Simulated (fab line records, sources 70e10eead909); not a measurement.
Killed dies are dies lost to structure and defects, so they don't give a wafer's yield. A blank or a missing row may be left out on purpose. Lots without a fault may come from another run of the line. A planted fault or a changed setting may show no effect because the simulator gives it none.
fab line records | flow nand_harc
record lots=11 wafers=33 last_day=34
route steps=1302 shown P_ZERO_WELL@31 P_GATE@119 END@1302
lots that met no fault: from a run of the same line without faults
start_h: hours from the record's first day to the start of the lot's first wafer shown | wait_h: hours since the lot's step before | " the same as in the row above | L1.1+2: a row that stands for several wafers | - no value, or no start given | * or withheld: withheld | < > ~ a bound
route shown NAME@n: a module of which the file shows steps, and the number in the route of the first | usual: mean/standard deviation of fault-free wafers | same: alike in all rows | chamber/n: place in a boat | sites: the reading at each site | _std_site: their standard deviation | _edge_site: outer sites' mean less inner sites' | radius_mm: how far each site lies from the wafer's centre | mask NAME#n: copy n | behind: the tool/chamber that last shaped the wafer | hold: why the lot was held/for how many hours/how that ended | device: the transistor (n, p or np) that didn't switch | end of line: the same wafers' tests at the end of the route | a step without rows: its recipe alone | killed: dies lost to structure and defects at the first sort, not the wafer's yield | map: a wafer's dies, x killed, . not, _ none there
set.NAME: the setting as run; set.NAME@STEP: as run at that earlier step | model.NAME: the simulator's own value behind a step, which no gauge read
steps of the route over a sample of lots; a table a step, a row a wafer
services: from which hour (start_h, from the record's first day; less than 0 if before it) a tool's chamber was out of use, for how many hours, and why
## steps
# step NHARC_P_ZERO_WELL_DESCUM_26
# recipe time_s=3 o2_flow_sccm=200 ar_flow_sccm=0 bias_power_w=0 chemistry=O2
# usual chamber_pressure_mTorr=60.00/0.059 drypump_motor_current_A=5.9/0.56 oes_product_au=1.000/0.0092 rf_vpp_V=57.5/0.87 showerhead_plenum_p_Torr=1.88/0.078 throttle_valve_pct=11.312/0.0097
# columns lot.wafer tool chamber start_h wait_h chamber_pressure_mTorr drypump_motor_current_A oes_product_au rf_hours_counter_h rf_vpp_V showerhead_plenum_p_Torr throttle_valve_pct
L532.2 rie_diel-13 3 23.47 - 59.93 5.8 0.999 10 59.1 1.97 11.305
L532.1 " 2 " " 59.92 6.0 0.999 16 57.5 1.79 11.311
L532.5 " 3 " " 60.06 5.8 0.995 - 58.7 1.97 11.301
L533.3 rie_diel-13 0 32.65 - 59.99 5.0 0.996 11 58.7 1.93 11.323
L533.5 " 2 " " 60.07 6.1 1.002 - 56.6 1.79 11.318
L533.6 " 3 " " 60.01 5.8 0.999 - 58.0 1.97 11.311
L540.1 rie_diel-13 0 103.00 - 59.84 5.1 0.996 37 59.2 1.93 11.322
L540.5 " 3 " " 60.10 5.8 1.010 - 56.7 1.97 11.304
L540.6 " 0 " " 60.05 5.0 0.990 - 58.8 1.93 11.312
L541.1 rie_diel-13 2 112.79 - 60.09 6.0 1.010 46 56.9 1.78 11.319
L541.5 " 3 " " 60.04 5.8 0.989 - 58.1 1.97 11.298
L541.6 " 0 " " 59.99 5.1 0.978 - 57.5 1.93 11.303
L542.1 rie_diel-08 3 122.74 - 60.02 6.3 1.001 33 56.7 1.77 11.313
L542.3 " 0 " " 60.06 4.8 1.000 34 56.5 1.78 11.320
L542.6 " 3 " " 60.09 6.3 0.999 - 58.4 1.77 11.325
L543.3 rie_diel-13 1 133.11 - 59.92 6.7 1.007 45 57.7 1.82 11.332
L543.1 " 2 " " 59.98 6.0 1.016 51 57.7 1.78 11.323
L543.5 " 0 " " 60.03 5.1 0.996 - 55.9 1.93 11.312
L544.1 rie_diel-13 3 142.75 - 59.97 5.8 1.002 45 58.3 1.96 11.295
L544.4 " 1 " " 60.17 6.7 1.009 46 55.9 1.82 11.318
L544.5 " 2 " " 60.03 6.0 1.015 - 58.1 1.78 11.305
L545.1 rie_diel-08 1 152.89 - 60.07 6.5 0.986 43 57.9 1.89 11.316
L545.3 " 3 " " 59.97 6.3 1.004 42 56.0 1.77 11.311
L545.2 " 0 " " 60.04 4.8 1.002 43 55.9 1.78 11.319
L551.2 rie_diel-13 0 212.49 - 60.02 5.0 1.001 12 57.6 1.92 11.319
L551.4 " 1 " " 59.97 6.7 1.003 5 57.3 1.81 11.295
L551.6 " 0 " " 60.06 5.0 1.000 - 57.3 1.92 11.313
L554.4 rie_diel-11 0 243.03 - 60.01 6.2 1.011 58 57.3 1.80 11.302
L554.1 " 1 " " 60.00 6.2 1.000 51 56.5 1.88 11.331
L554.6 " 0 " " 59.97 6.2 0.997 - 57.3 1.80 11.310
L555.2 rie_diel-13 3 252.88 - 59.99 5.8 0.997 29 58.0 1.95 11.312
L555.1 " 1 " " 59.88 6.7 1.004 20 58.9 1.81 11.303
L555.5 " 2 " " 59.99 6.0 1.017 - 58.4 1.77 11.325
# step NHARC_P_GATE_EXPOSE_08
# recipe na=0.6 dose_mj=16.75 mask_id=P_HV
# usual reticle_temp_C=22.98/0.11
# same na=0.6
# columns lot.wafer tool chamber start_h wait_h mask reticle_temp_C
L532.1 krf_scanner-01 0 85.68 - P_HV#0 23.10
L532.2 " 0 " " P_HV#0 23.09
L532.5 " 0 " " P_HV#0 23.19
L533.3 krf_scanner-01 0 93.64 - P_HV#0 23.04
L533.5 " 0 " " P_HV#0 23.01
L533.6 " 0 " " P_HV#0 23.01
L540.1 krf_scanner-01 0 160.44 - P_HV#0 22.78
L540.5 " 0 " " P_HV#0 22.98
L540.6 " 0 " " P_HV#0 22.95
L541.1 krf_scanner-01 0 172.27 - P_HV#0 23.02
L541.5 " 0 " " P_HV#0 22.81
L541.6 " 0 " " P_HV#0 23.03
L542.1 krf_scanner-01 0 187.43 - P_HV#0 23.23
L542.3 " 0 " " P_HV#0 23.07
L542.6 " 0 " " P_HV#0 23.20
L543.1 krf_scanner-04 0 195.65 - P_HV#0 22.88
L543.3 " 0 " " P_HV#0 23.05
L543.5 " 0 " " P_HV#0 23.01
L544.1 krf_scanner-04 0 206.47 - P_HV#0 23.00
L544.4 " 0 " " P_HV#0 22.95
L544.5 " 0 " " P_HV#0 23.04
L545.1 krf_scanner-04 0 232.16 - P_NSD#0 23.01
L545.2 " 0 " " P_NSD#0 22.87
L545.3 " 0 " " P_NSD#0 23.01
L551.2 krf_scanner-04 0 281.74 - P_HV#0 23.07
L551.4 " 0 " " P_HV#0 22.89
L551.6 " 0 " " P_HV#0 22.87
L554.1 krf_scanner-04 0 305.57 - P_HV#0 22.89
L554.4 " 0 " " P_HV#0 22.89
L554.6 " 0 " " P_HV#0 23.02
L555.1 krf_scanner-04 0 314.98 - P_HV#0 22.92
L555.2 " 0 " " P_HV#0 22.86
L555.5 " 0 " " P_HV#0 22.84
# step NHARC_P_GATE_CD_MEAS_11
# recipe target_cd_nm=1640 landing_energy_ev=500
# usual cd_nm=1639.8/1.9
# columns lot.wafer tool chamber start_h wait_h cd_nm
L532.1 cd_sem-02 0 85.84 - 1638.6
L532.2 " 0 " " 1638.6
L532.5 " 0 " " 1637.7
L533.3 cd_sem-03 0 93.79 - 1637.7
L533.5 " 0 " " 1636.3
L533.6 " 0 " " 1639.9
L540.1 cd_sem-02 0 160.60 - 1640.8
L540.5 " 0 " " 1639.2
L540.6 " 0 " " 1640.0
L541.1 cd_sem-01 0 172.43 - 1641.0
L541.5 " 0 " " 1639.3
L541.6 " 0 " " 1638.7
L542.1 cd_sem-03 0 187.59 - 1640.4
L542.3 " 0 " " 1638.1
L542.6 " 0 " " 1640.5
L543.1 cd_sem-03 0 195.80 - 1644.3
L543.3 " 0 " " 1643.3
L543.5 " 0 " " 1642.2
L544.1 cd_sem-03 0 206.63 - 1637.3
L544.4 " 0 " " 1640.6
L544.5 " 0 " " 1637.6
L545.1 cd_sem-02 0 232.32 - -
L545.2 " 0 " " -
L545.3 " 0 " " -
L551.2 cd_sem-02 0 281.89 - 1641.9
L551.4 " 0 " " 1641.4
L551.6 " 0 " " 1640.2
L554.1 cd_sem-03 0 305.73 - 1638.8
L554.4 " 0 " " 1636.7
L554.6 " 0 " " 1635.2
L555.1 cd_sem-01 0 315.13 - 1640.8
L555.2 " 0 " " 1640.7
L555.5 " 0 " " 1637.0
# step NHARC_P_GATE_HM_DEP_102
# recipe target_thk_a=1200 temp_c=400 material=aC
# usual throttle_valve_pct=35.000/0.0092
# columns lot.wafer tool chamber start_h wait_h throttle_valve_pct
L532.1 acl_dep-01 0 100.45 2.1 35.012
L532.2 " 0 " " 34.989
L532.5 " 0 " " 35.010
L533.3 acl_dep-02 0 107.12 0.7 34.997
L533.5 " 0 " " 35.005
L533.6 " 0 " " 35.006
L540.1 acl_dep-03 0 173.77 0.7 35.021
L540.5 " 0 " " 34.998
L540.6 " 0 " " 35.002
L541.1 acl_dep-02 0 188.71 4.0 34.997
L541.5 " 0 " " 34.988
L541.6 " 0 " " 35.015
L542.1 acl_dep-03 0 201.68 0.8 35.007
L542.3 " 0 " " 34.990
L542.6 " 0 " " 34.991
L543.1 acl_dep-03 0 210.88 2.5 34.991
L543.3 " 0 " " 35.010
L543.5 " 0 " " 35.000
L544.1 acl_dep-01 0 224.06 2.1 34.991
L544.4 " 0 " " 35.000
L544.5 " 0 " " 34.995
L545.1 acl_dep-01 0 245.85 1.0 34.996
L545.2 " 0 " " 35.005
L545.3 " 0 " " 34.980
L551.2 acl_dep-01 0 300.16 4.9 34.994
L551.4 " 0 " " 34.999
L551.6 " 0 " " 34.994
L554.1 acl_dep-02 0 318.26 0.4 35.008
L554.4 " 0 " " 35.000
L554.6 " 0 " " 34.990
L555.1 acl_dep-03 0 333.12 5.4 34.986
L555.2 " 0 " " 34.990
L555.5 " 0 " " 34.984
# step NHARC_P_GATE_HM_OPEN_105
# recipe target_depth_a=3600 o2_flow_sccm=400 cos_flow_sccm=20 ar_flow_sccm=0 rf_w=500 bias_w=300 chemistry=O2/COS
# usual chamber_pressure_mTorr=19.999/0.019 cos_flow_sccm=20.01/0.061 drypump_motor_current_A=5.9/0.33 oes_product_au=0.994/0.01 rf_fwd_power_W=497.9/1.6 rf_vpp_V=467/3.2 showerhead_plenum_p_Torr=3.14/0.15 throttle_valve_pct=28.330/0.0089
# columns lot.wafer tool chamber start_h wait_h chamber_pressure_mTorr cos_flow_sccm drypump_motor_current_A oes_product_au rf_fwd_power_W rf_hours_counter_h rf_vpp_V showerhead_plenum_p_Torr throttle_valve_pct
L532.2 rie_diel-10 0 - - 19.976 20.00 6.2 0.990 496.2 1 469 3.16 28.326
L532.1 " 1 " " 19.993 20.06 6.1 0.976 500.5 1 463 2.95 28.321
L532.5 " 1 " " 20.018 20.03 6.1 0.975 498.4 - 464 2.95 28.317
L533.3 rie_diel-12 3 - - 20.015 19.98 5.8 1.007 497.4 2 462 2.92 28.329
L533.6 " 2 " " 19.978 20.03 5.6 0.973 496.9 - 466 3.15 28.343
L533.5 " 3 " " 19.988 20.08 5.8 0.999 496.3 - 462 2.92 28.329
L540.1 rie_diel-04 0 - - 19.994 20.04 5.5 0.988 495.7 10 469 3.21 28.316
L540.6 " 3 " " 19.996 20.07 6.5 1.003 497.8 - 472 3.34 28.335
L540.5 " 0 " " 19.993 19.99 5.5 0.974 499.1 - 470 3.21 28.344
L541.1 rie_diel-10 2 - - 19.997 19.99 6.0 1.007 497.6 7 469 3.26 28.317
L541.5 " 0 " " 20.016 20.16 6.2 1.001 497.2 - 468 3.16 28.325
L541.6 " 1 " " 20.033 20.01 6.1 0.992 497.6 - 463 2.95 28.335
L542.1 rie_diel-04 0 - - 19.974 19.91 5.4 0.990 498.9 0 470 3.21 28.341
L542.3 " 1 " " 20.013 19.95 5.4 0.993 494.3 0 473 3.34 28.312
L542.6 " 0 " " 20.023 20.03 5.5 0.986 499.4 - 469 3.21 28.338
L543.3 rie_diel-10 3 - - 20.027 20.07 6.1 0.984 495.8 9 468 3.16 28.341
L543.1 " 0 " " 20.019 20.00 6.2 0.986 497.4 9 467 3.16 28.351
L543.5 " 2 " " 19.975 20.02 6.0 0.995 498.3 - 469 3.26 28.332
L544.4 rie_diel-10 2 - - 20.018 19.91 6.0 0.999 496.5 8 470 3.26 28.325
L544.1 " 3 " " 19.998 20.06 6.1 0.994 496.4 9 468 3.16 28.326
L544.5 " 0 " " 20.006 20.00 6.2 0.996 495.5 - 468 3.16 28.354
L545.2 rie_diel-12 2 - - 20.022 20.03 5.6 0.991 498.2 8 467 3.14 28.324
L545.3 " 0 " " 19.976 19.99 6.0 1.009 497.5 11 463 2.96 28.325
L545.1 " 1 " " 20.025 20.01 6.2 0.991 500.0 10 465 2.97 28.335
L551.4 rie_diel-04 1 - - 19.975 20.06 5.4 1.000 497.6 5 471 3.34 28.308
L551.2 " 2 " " 20.018 19.96 5.7 0.978 497.8 4 470 3.21 28.314
L551.6 " 0 " " 20.018 20.12 5.5 0.978 498.1 - 469 3.21 28.323
L554.4 rie_diel-12 0 - - 19.989 20.04 5.9 1.015 498.2 2 464 2.96 28.337
L554.1 " 1 " " 19.979 19.92 6.2 0.988 498.2 2 465 2.97 28.344
L554.6 " 3 " " 20.016 19.98 5.8 1.001 499.0 - 463 2.92 28.338
L555.2 rie_diel-04 0 - - 19.988 19.92 5.4 0.991 497.8 7 469 3.21 28.325
L555.1 " 1 " " 19.999 20.00 5.4 1.006 498.3 7 471 3.34 28.340
L555.5 " 0 " " 20.015 19.99 5.5 0.997 496.4 - 468 3.21 28.323
# step NHARC_END_SORT_01
# recipe temp_c=25
# usual killed_at_array=55/17 killed_at_other=1.1/1.6 killed_at_periphery=3.8/2.5 killed_dies=60/18 killed_open=3.3/1.9 killed_short=2.5/1.7
# same gross_dies=677
# columns lot.wafer tool chamber start_h wait_h killed_at_array killed_at_other killed_at_periphery killed_dies killed_open killed_short
L545.1 prober-02 0 715.54 2.5 68 1 608 677 1 3
L545.2 prober-02 0 716.34 2.8 65 0 612 677 1 5
L545.3 prober-02 0 717.14 3.1 58 0 619 677 0 2
# killed by level:class
L545.1 P_GATE:area_expose=605 A_CHANNEL_HOLE_D1:chamber_film_flake=31 A_CHANNEL_HOLE_D2:chamber_film_flake=19 A_CONTACT:chamber_film_flake=6 A_STAIRCASE:chamber_film_flake=4 P_STI:chamber_film_flake=3 A_SLIT:chamber_film_flake=3 A_CHANNEL_FILL_D1:geometric_particle:open=1
L545.2 P_GATE:area_expose=606 A_CHANNEL_HOLE_D1:chamber_film_flake=32 A_CHANNEL_HOLE_D2:chamber_film_flake=12 A_CONTACT:chamber_film_flake=8 A_SLIT:chamber_film_flake=5 P_STI:chamber_film_flake=3 A_DECK1_JOINT:chamber_film_flake=3 P_M0:geometric_particle:open=1
L545.3 P_GATE:area_expose=615 A_CHANNEL_HOLE_D1:chamber_film_flake=25 A_CHANNEL_HOLE_D2:chamber_film_flake=23 A_STAIRCASE:chamber_film_flake=4 P_M2:chamber_film_flake=2 A_CONTACT:chamber_film_flake=2 P_M0:geometric_particle:short=1 A_CHANNEL_FILL_D1:geometric_particle:short=1
## services
# columns tool chamber start_h hours kind
rie_diel-04 - 0.90 9.0 pm
acl_dep-01 - 4.13 13.0 pm
krf_scanner-04 - 10.00 4.0 pm
rie_diel-10 2 23.63 9.8 repair
rie_diel-04 3 39.11 13.5 repair
rie_diel-13 1 41.87 11.4 repair
krf_scanner-04 - 61.23 0.6 repair
rie_diel-10 - 65.50 9.0 pm
rie_diel-04 1 86.24 1.5 repair
rie_diel-04 - 115.13 0.1 repair
acl_dep-03 - 120.76 13.0 pm
acl_dep-01 - 139.48 9.6 repair
krf_scanner-01 - 140.00 4.0 pm
rie_diel-13 3 143.35 11.6 repair
rie_diel-13 0 146.16 4.6 repair
rie_diel-13 - 165.27 9.0 pm
acl_dep-01 - 172.56 2.3 repair
rie_diel-13 1 176.96 12.6 repair
krf_scanner-04 - 182.00 4.0 pm
rie_diel-13 1 200.62 11.4 repair
krf_scanner-04 - 226.02 1.1 repair
rie_diel-13 1 277.35 7.3 repair
krf_scanner-04 - 306.29 4.6 repair
krf_scanner-01 - 312.00 4.0 pm
## key
first_sign step=NHARC_P_GATE_EXPOSE_08 reading=mask direction=changed
effect step=NHARC_P_GATE_CD_MEAS_11 reading=cd_nm direction=missing
effect step=NHARC_END_SORT_01 reading=killed_at_periphery direction=up sigmas=99+ usual=3.8 struck=613
more_kills_born_at NHARC_P_GATE_EXPOSE_08@krf_scanner-04=1826
met_at NHARC_P_GATE_EXPOSE_08
struck_lots L545
later_rows_left_out L545.1,L545.2,L545.3
tester_left_out L545
not_acting_at NHARC_P_ZERO_WELL_DESCUM_26,NHARC_P_GATE_HM_DEP_102,NHARC_P_GATE_HM_OPEN_105
onset_between 206.47 232.16
fault kind=wrong_mask tool=any chamber=- onset_h=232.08 steps=NHARC_P_GATE_EXPOSE_08 aux_copy=P_NSD#0 scope=struck_lots_only
# tester_left_out: of these lots the tester's yield and bins aren't shown, on N5 and GAA mostly nor the transistor test; their killed dies are dies lost to structure and defects alone, not to doping, threshold or leakage, so they don't give the yield
# later_rows_left_out: the simulator's readings of these wafers behind a module that went badly wrong aren't trusted and aren't shown, but for the sort
